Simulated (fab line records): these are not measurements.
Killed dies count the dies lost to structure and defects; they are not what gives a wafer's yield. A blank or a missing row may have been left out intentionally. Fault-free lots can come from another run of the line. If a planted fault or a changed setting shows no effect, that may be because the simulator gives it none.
fab line records	flow nand-harc
[record] lots = 6	wafers = 18	last-day = 30
route steps=1302 shown A_DECK1_JOINT@535 A_ONON_D2@545 END@1302
lots that met no fault: from a run of the same line without faults
start-h: hours from the record's first day to the start of the lot's first wafer shown	wait-h: time in hours since the lot's previous step	" the same as in the row above	L1.1+2: a row that stands for several wafers	- no value, or no start was given	* or withheld: withheld	< > ~ a bound
route shown NAME@n: names a module that has steps shown in the file, with the first one's number in the route	usual: mean/standard deviation taken from wafers without a fault	same: alike in all rows	chamber/n: place in a boat	sites: per-site readings	_std_site: how widely they spread, as a standard deviation	_edge_site: inner sites' mean taken away from outer sites' mean	radius-mm: for every site, how far away it sits from the centre of the wafer	mask NAME#n: copy n	behind: the tool/chamber that last shaped the wafer	hold: what put the lot on hold/how long, in hours/how the hold closed	device: the transistor (n, p or np) that didn't switch	end of line: tests run on the same wafers once the route is complete	for a step that has no rows: nothing shown but its recipe	killed: not the wafer's yield, but the dies lost to structure and defects at the first sort	map: shows each die of a wafer: x if killed, . if not, _ if none is there
set.NAME: the setting the step ran with; set.NAME@STEP: the setting that earlier step ran with	model.NAME: the simulator's own value behind a step, which no gauge read
a table for each step, a row for each wafer; lots at some steps of the route
services: when a tool's chamber went out of use (start-h, in hours from the record's first day, below 0 if earlier), for how many hours, and the reason
[[steps]]
[step NHARC_A_DECK1_JOINT_CURE_26]
[recipe] temp-c = 150	time-s = 32	pressure-atm = 0.395
[step NHARC_A_DECK1_JOINT_ANNEAL_27]
[recipe] temp-c = 400	time-s = 3600	idle-temp-c = 300	ramp-up-c-per-min = 10	densification-p-h2o-torr = 640
[step NHARC_A_DECK1_JOINT_ANNEAL_28]
[recipe] temp-c = 500	time-s = 1800	idle-temp-c = 400	ramp-up-c-per-min = 10	densification-p-h2o-torr = 640
[step NHARC_A_DECK1_JOINT_ANNEAL_29]
[recipe] temp-c = 750	time-s = 1800	idle-temp-c = 500	ramp-up-c-per-min = 10	ramp-down-c-per-min = 3
[step NHARC_A_DECK1_JOINT_CMP_02]
[recipe] material = SiOx
[usual] motor-current-A = 11.7/1.1
lot.wafer	tool	chamber	start-h	wait-h	motor-current-A
L420.4	cmp-02	1	253.45	0.4	10.2
L420.1	"	2	"	"	12.2
L420.2	"	0	"	"	13.3
L421.3	cmp-03	2	272.50	0.4	12.0
L421.1	"	0	"	"	12.3
L421.6	"	1	"	"	11.4
L429.3	cmp-01	0	356.88	0.4	10.3
L429.6	"	0	"	"	11.7
L429.5	"	1	"	"	11.3
L430.2	cmp-02	3	356.93	0.4	10.9
L430.4	"	0	"	"	12.7
L430.5	"	1	"	"	9.8
L431.4	cmp-01	3	376.10	0.4	13.3
L431.1	"	0	"	"	11.1
L431.5	"	2	"	"	11.1
L437.4	cmp-03	0	418.89	0.4	11.8
L437.2	"	1	"	"	11.2
L437.1	"	2	"	"	13.4
[step NHARC_A_DECK1_JOINT_SRD_15]
[step NHARC_A_DECK1_JOINT_DEP_16]
[recipe] target-thk-a = 450	temp-c = 400	pressure-torr = 6.5	rf-w = 900	teos-flow-sccm = 161.4	flow-sccm = 2650	target-thk-nm = 45	gas = O2	material = SiO2
[usual] heater-power-outer-w = 304/44	heater-power-w = 555/60	mfc-precursor-sccm = 161.4/0.49	throttle-valve-pct = 15.6/0.39
lot.wafer	tool	chamber	start-h	wait-h	heater-power-outer-w	heater-power-w	mfc-precursor-sccm	throttle-valve-pct
L420.2	pecvd-03	1	253.84	0.1	322	544	160.9	16.0
L420.1	"	2	"	"	333	599	161.4	15.6
L420.4	"	2	"	"	345	602	161.4	15.3
L421.3	pecvd-01	2	272.87	0.1	377	613	161.8	16.3
L421.1	"	0	"	"	287	541	161.0	15.5
L421.6	"	0	"	"	290	532	160.9	15.8
L429.3	pecvd-01	0	357.31	0.1	302	548	161.0	15.4
L429.5	"	2	"	"	305	518	162.0	15.7
L429.6	"	0	"	"	297	558	162.3	15.4
L430.2	pecvd-01	1	357.45	0.3	289	563	161.4	15.2
L430.5	"	1	"	"	291	558	161.4	15.2
L430.4	"	0	"	"	371	657	161.8	15.3
L431.1	pecvd-02	2	376.52	0.1	331	665	162.1	15.5
L431.5	"	1	"	"	305	561	161.5	16.1
L431.4	"	2	"	"	338	648	161.7	15.6
L437.1	pecvd-01	2	419.32	0.1	358	594	160.8	16.1
L437.2	"	1	"	"	203	446	161.1	15.5
L437.4	"	0	"	"	259	511	161.3	15.5
[step NHARC_A_DECK1_JOINT_THK_MEAS_17]
[recipe] thk-meas-gauge = ellipsometry
[usual] thk-nm = 44.8/1.2
lot.wafer	tool	chamber	start-h	wait-h	thk-nm
L420.1	film-metro-02	-	254.12	0.2	43.7
L420.2	"	-	"	"	45.6
L420.4	"	-	"	"	44.1
L421.1	film-metro-02	-	273.15	0.2	43.4
L421.3	"	-	"	"	43.8
L421.6	"	-	"	"	45.6
L429.3	film-metro-01	-	357.56	0.2	45.6
L429.5	"	-	"	"	44.9
L429.6	"	-	"	"	44.8
L430.2	film-metro-01	-	357.73	0.3	42.2
L430.4	"	-	"	"	46.1
L430.5	"	-	"	"	45.1
L431.1	film-metro-01	-	376.75	0.2	44.4
L431.4	"	-	"	"	45.6
L431.5	"	-	"	"	44.1
L437.1	film-metro-01	-	419.60	0.3	46.0
L437.2	"	-	"	"	45.1
L437.4	"	-	"	"	45.0
[step NHARC_A_DECK1_JOINT_INSPECT_05]
[usual] raw-defect-count = 312/100
lot.wafer	tool	chamber	start-h	wait-h	raw-defect-count
L420.1	defect-inspect-01	-	254.15	0.0	294
L420.2	"	-	"	"	302
L420.4	"	-	"	"	287
L421.1	defect-inspect-02	-	273.18	0.0	235
L421.3	"	-	"	"	259
L421.6	"	-	"	"	301
L429.3	defect-inspect-02	-	357.60	0.0	387
L429.5	"	-	"	"	439
L429.6	"	-	"	"	226
L430.2	defect-inspect-02	-	357.77	0.0	224
L430.4	"	-	"	"	219
L430.5	"	-	"	"	338
L431.1	defect-inspect-02	-	376.78	0.0	204
L431.4	"	-	"	"	197
L431.5	"	-	"	"	197
L437.1	defect-inspect-01	-	419.64	0.0	392
L437.2	"	-	"	"	237
L437.4	"	-	"	"	468
[step NHARC_A_ONON_D2_DEP_00]
[recipe] target-thk-a = 10000	n2-flow-sccm = 2750	n2o-flow-sccm = 2000	nh3-flow-sccm = 500	sih4-flow-sccm = 210	temp-c = 400
[step NHARC_A_ONON_D2_THK_MEAS_02]
[recipe] thk-meas-gauge = ellipsometry
[usual] thk-nm = 997/11
lot.wafer	tool	chamber	start-h	wait-h	thk-nm
L420.1	film-metro-02	-	254.73	-	984
L420.2	"	-	"	"	983
L420.4	"	-	"	"	984
L421.1	film-metro-01	-	273.76	-	999
L421.3	"	-	"	"	997
L421.6	"	-	"	"	998
L429.3	film-metro-01	-	358.18	-	1029
L429.5	"	-	"	"	1029
L429.6	"	-	"	"	1028
L430.2	film-metro-01	-	358.35	-	1012
L430.4	"	-	"	"	1012
L430.5	"	-	"	"	1010
L431.1	film-metro-01	-	377.36	-	987
L431.4	"	-	"	"	988
L431.5	"	-	"	"	987
L437.1	film-metro-01	-	420.22	-	1011
L437.2	"	-	"	"	1011
L437.4	"	-	"	"	1009
[step NHARC_A_ONON_D2_DEP_03]
[recipe] target-thk-a = 10000	n2-flow-sccm = 2750	n2o-flow-sccm = 2000	nh3-flow-sccm = 500	sih4-flow-sccm = 210	temp-c = 400
lot.wafer	tool	chamber	start-h	wait-h
L420.1+2+4	pecvd-onon-04	0	254.79	0.1
L421.1+3+6	pecvd-onon-03	0	273.82	0.1
L429.3+5+6	pecvd-onon-03	0	358.35	0.2
L430.2+4+5	pecvd-onon-02	0	358.46	0.1
L431.1+4+5	pecvd-onon-03	0	377.42	0.1
L437.1+2+4	pecvd-onon-02	0	420.28	0.1
[step NHARC_A_ONON_D2_THK_MEAS_05]
[recipe] thk-meas-gauge = ellipsometry
[usual] thk-nm = 997/9.9
lot.wafer	tool	chamber	start-h	wait-h	thk-nm
L420.1	film-metro-02	-	255.30	-	982
L420.2	"	-	"	"	982
L420.4	"	-	"	"	982
L421.1	film-metro-02	-	274.32	-	1001
L421.3	"	-	"	"	1001
L421.6	"	-	"	"	1003
L429.3	film-metro-01	-	358.74	-	1158
L429.5	"	-	"	"	1157
L429.6	"	-	"	"	1158
L430.2	film-metro-01	-	358.91	-	991
L430.4	"	-	"	"	993
L430.5	"	-	"	"	992
L431.1	film-metro-01	-	377.93	-	1154
L431.4	"	-	"	"	1155
L431.5	"	-	"	"	1155
L437.1	film-metro-02	-	420.78	-	1012
L437.2	"	-	"	"	1010
L437.4	"	-	"	"	1010
[step NHARC_A_ONON_D2_DEP_06]
[recipe] target-thk-a = 10000	n2-flow-sccm = 2750	n2o-flow-sccm = 2000	nh3-flow-sccm = 500	sih4-flow-sccm = 210	temp-c = 400
[step NHARC_END_SORT_01]
[recipe] temp-c = 25
[usual] killed-at-array = 62/18	killed-at-other = 0.9/1.2	killed-at-periphery = 4.2/2.9	killed-dies = 67/17	killed-open = 3.6/1.9	killed-short = 2.5/1.6
[same] gross-dies = 677
lot.wafer	tool	chamber	start-h	wait-h	killed-at-array	killed-at-other	killed-at-periphery	killed-dies	killed-open	killed-short
L420.1	prober-02	0	609.35	2.5	47	0	3	50	2	4
L420.2	prober-02	0	610.13	2.8	49	0	8	57	5	2
L420.4	prober-02	0	611.70	3.4	57	0	7	64	3	4
L429.3	prober-02	0	649.16	3.1	674	0	3	677	4	1
L429.5	prober-02	0	650.75	3.7	675	0	2	677	4	1
L429.6	prober-02	0	651.54	4.0	677	0	0	677	3	2
L431.1	prober-02	0	666.93	2.5	672	0	5	677	4	2
L431.4	prober-02	0	669.31	3.4	673	0	4	677	4	1
L431.5	prober-02	0	670.10	3.7	667	0	10	677	5	1
// killed by level:class
L420.1 A_CHANNEL_HOLE_D2:chamber-film-flake=26 A_STAIRCASE:chamber-film-flake=8 P_M0:chamber-film-flake=2 A_CHANNEL_HOLE_D1:chamber-film-flake=2 A_DECK1_JOINT:chamber-film-flake=2 A_CONTACT:chamber-film-flake=2 A_ONON_D1:geometric-particle:short=1 A_CHANNEL_FILL_D1:geometric-particle:open=1
L420.2 A_CHANNEL_HOLE_D2:chamber-film-flake=29 A_STAIRCASE:chamber-film-flake=9 P_BONDPAD:chamber-film-flake=3 P_M0:geometric-particle:open=2 A_CHANNEL_FILL_D1:geometric-particle:short=2 P_ZERO_WELL:chamber-film-flake=2 A_CHANNEL_HOLE_D1:chamber-film-flake=2 A_CONTACT:chamber-film-flake=2
L420.4 A_CHANNEL_HOLE_D2:chamber-film-flake=35 A_STAIRCASE:chamber-film-flake=8 A_CONTACT:chamber-film-flake=5 P_CONTACT:geometric-particle:open=2 P_STI:chamber-film-flake=2 A_CHANNEL_FILL_D1:chamber-film-flake=2 A_CHANNEL_HOLE_D1:geometric-particle:open=1 A_CHANNEL_HOLE_D1:geometric-particle:short=1
L429.3 A_ONON_D2:area-dep=613 A_CHANNEL_HOLE_D1:chamber-film-flake=24 A_SLIT:chamber-film-flake=24 A_SGD_CUT:chamber-film-flake=4 A_CONTACT:chamber-film-flake=4 P_GATE:geometric-particle:open=1 P_CONTACT:geometric-particle:open=1 A_DECK1_JOINT:geometric-particle:open=1
L429.5 A_ONON_D2:area-dep=597 A_SLIT:chamber-film-flake=34 A_CHANNEL_HOLE_D1:chamber-film-flake=26 A_SGD_CUT:chamber-film-flake=5 A_STAIRCASE:chamber-film-flake=4 A_CONTACT:chamber-film-flake=4 A_CHANNEL_FILL_D1:geometric-particle:open=1 A_CHANNEL_FILL_D2:geometric-particle:open=1
L429.6 A_ONON_D2:area-dep=611 A_CHANNEL_HOLE_D1:chamber-film-flake=30 A_SLIT:chamber-film-flake=24 A_STAIRCASE:chamber-film-flake=2 A_CONTACT:chamber-film-flake=2 A_CHANNEL_FILL_D1:geometric-particle:open=1 A_DECK1_JOINT:geometric-particle:open=1 A_ONON_D2:geometric-particle:short=1
L431.1 A_ONON_D2:area-dep=630 A_CHANNEL_HOLE_D2:chamber-film-flake=19 P_BONDPAD:chamber-film-flake=5 A_CHANNEL_HOLE_D1:chamber-film-flake=4 A_CONTACT:chamber-film-flake=4 A_M0:geometric-particle:open=3 A_STAIRCASE:chamber-film-flake=2 A_SLIT:chamber-film-flake=2
L431.4 A_ONON_D2:area-dep=628 A_CHANNEL_HOLE_D2:chamber-film-flake=26 A_CHANNEL_HOLE_D1:chamber-film-flake=8 P_BONDPAD:chamber-film-flake=2 A_ZERO_WELL:chamber-film-flake=2 A_STAIRCASE:chamber-film-flake=2 A_SLIT:chamber-film-flake=2 P_M0:geometric-particle:open=1
L431.5 A_ONON_D2:area-dep=629 A_CHANNEL_HOLE_D2:chamber-film-flake=19 A_SLIT:chamber-film-flake=7 P_BONDPAD:chamber-film-flake=5 P_GATE:chamber-film-flake=3 A_ZERO_WELL:chamber-film-flake=3 A_CONTACT:chamber-film-flake=3 A_CHANNEL_HOLE_D1:chamber-film-flake=2
// map L429.3 (x killed, . not)
____________x____________
_________xxxxxxx_________
_______xxxxxxxxxxx_______
______xxxxxxxxxxxxx______
_____xxxxxxxxxxxxxxx_____
____xxxxxxxxxxxxxxxxx____
____xxxxxxxxxxxxxxxxx____
___xxxxxxxxxxxxxxxxxxx___
___xxxxxxxxxxxxxxxxxxx___
__xxxxxxxxxxxxxxxxxxxxx__
__xxxxxxxxxxxxxxxxxxxxx__
_xxxxxxxxxxxxxxxxxxxxxxx_
_xxxxxxxxxxxxxxxxxxxxxxx_
_xxxxxxxxxxxxxxxxxxxxxxx_
_xxxxxxxxxxxxxxxxxxxxxxx_
_xxxxxxxxxxxxxxxxxxxxxxx_
xxxxxxxxxxxxxxxxxxxxxxxxx
xxxxxxxxxxxxxxxxxxxxxxxxx
xxxxxxxxxxxxxxxxxxxxxxxxx
xxxxxxxxxxxxxxxxxxxxxxxxx
xxxxxxxxxxxxxxxxxxxxxxxxx
_xxxxxxxxxxxxxxxxxxxxxxx_
_xxxxxxxxxxxxxxxxxxxxxxx_
_xxxxxxxxxxxxxxxxxxxxxxx_
_xxxxxxxxxxxxxxxxxxxxxxx_
_xxxxxxxxxxxxxxxxxxxxxxx_
__xxxxxxxxxxxxxxxxxxxxx__
__xxxxxxxxxxxxxxxxxxxxx__
___xxxxxxxxxxxxxxxxxxx___
___xxxxxxxxxxxxxxxxxxx___
____xxxxxxxxxxxxxxxxx____
____xxxxxxxxxxxxxxxxx____
_____xxxxxxxxxxxxxxx_____
______xxxxxxxxxxxxx______
_______xxxxxxxxxxx_______
_________xxxxxxx_________
____________x____________
// map L431.1 (x killed, . not)
____________x____________
_________xxxxxxx_________
_______xxxxxxxxxxx_______
______xxxxxxxxxxxxx______
_____xxxxxxxxxxxxxxx_____
____xxxxxxxxxxxxxxxxx____
____xxxxxxxxxxxxxxxxx____
___xxxxxxxxxxxxxxxxxxx___
___xxxxxxxxxxxxxxxxxxx___
__xxxxxxxxxxxxxxxxxxxxx__
__xxxxxxxxxxxxxxxxxxxxx__
_xxxxxxxxxxxxxxxxxxxxxxx_
_xxxxxxxxxxxxxxxxxxxxxxx_
_xxxxxxxxxxxxxxxxxxxxxxx_
_xxxxxxxxxxxxxxxxxxxxxxx_
_xxxxxxxxxxxxxxxxxxxxxxx_
xxxxxxxxxxxxxxxxxxxxxxxxx
xxxxxxxxxxxxxxxxxxxxxxxxx
xxxxxxxxxxxxxxxxxxxxxxxxx
xxxxxxxxxxxxxxxxxxxxxxxxx
xxxxxxxxxxxxxxxxxxxxxxxxx
_xxxxxxxxxxxxxxxxxxxxxxx_
_xxxxxxxxxxxxxxxxxxxxxxx_
_xxxxxxxxxxxxxxxxxxxxxxx_
_xxxxxxxxxxxxxxxxxxxxxxx_
_xxxxxxxxxxxxxxxxxxxxxxx_
__xxxxxxxxxxxxxxxxxxxxx__
__xxxxxxxxxxxxxxxxxxxxx__
___xxxxxxxxxxxxxxxxxxx___
___xxxxxxxxxxxxxxxxxxx___
____xxxxxxxxxxxxxxxxx____
____xxxxxxxxxxxxxxxxx____
_____xxxxxxxxxxxxxxx_____
______xxxxxxxxxxxxx______
_______xxxxxxxxxxx_______
_________xxxxxxx_________
____________x____________
[[services]]
tool	chamber	start-h	hours	kind
cmp-03	-	236.14	4.0	pm
pecvd-01	2	250.12	6.0	repair
pecvd-01	-	254.87	1.4	repair
cmp-01	-	259.50	4.0	pm
cmp-02	-	263.66	2.1	repair
cmp-03	-	276.59	0.9	repair
pecvd-onon-04	-	287.19	13.0	pm
pecvd-01	-	287.26	13.0	pm
pecvd-01	0	287.26	13.7	vent-cycle
pecvd-01	1	287.26	13.7	vent-cycle
pecvd-01	0	306.40	10.8	repair
cmp-02	-	306.58	4.0	pm
pecvd-01	-	320.91	0.9	repair
cmp-03	-	334.14	4.0	pm
pecvd-01	-	334.89	3.2	repair
cmp-01	-	341.52	3.5	repair
pecvd-onon-02	-	342.00	13.0	pm
pecvd-03	-	346.85	13.0	pm
cmp-01	-	357.50	4.0	pm
cmp-03	-	365.41	0.4	repair
pecvd-onon-03	-	384.00	13.0	pm
pecvd-02	-	384.66	13.0	pm
pecvd-03	2	392.30	4.0	repair
cmp-02	-	404.58	4.0	pm
[[key]]
[first-sign] step = NHARC_A_ONON_D2_THK_MEAS_05	reading = thk-nm	direction = up	sigmas = 16	usual = 997	struck = 1156
[effect] step = NHARC_END_SORT_01	reading = killed-dies	direction = up	sigmas = 35	usual = 67	struck = 677
[more-kills-born-at] NHARC_A_ONON_D2_DEP_03@pecvd-onon-03 = 3708
met-at NHARC_A_ONON_D2_DEP_03
struck-wafers L429.3,L429.5,L429.6,L431.1,L431.4,L431.5
later-rows-left-out L429.3,L429.5,L429.6,L431.1,L431.4,L431.5
tester-left-out L429,L431
onset-between 273.82 358.35
also-fits NHARC_A_DECK1_JOINT_CMP_02:cmp-01
[fault] kind = process-parameter-drift	tool = pecvd-onon-03	chamber = -	onset-h = 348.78	steps = NHARC_A_ONON_D2_DEP_03	channel = target-thk-a	offset = *	shape = step	end-h = 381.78	acts-in = *	stated = *
// tester-left-out: of these lots the tester's yield and bins aren't shown, on N5 and GAA mostly nor the transistor test; their killed dies are dies lost to structure and defects alone, not to doping, threshold or leakage, so they don't give the yield
// later-rows-left-out: the simulator's readings of these wafers behind a module that went badly wrong aren't trusted and aren't shown, but for the sort
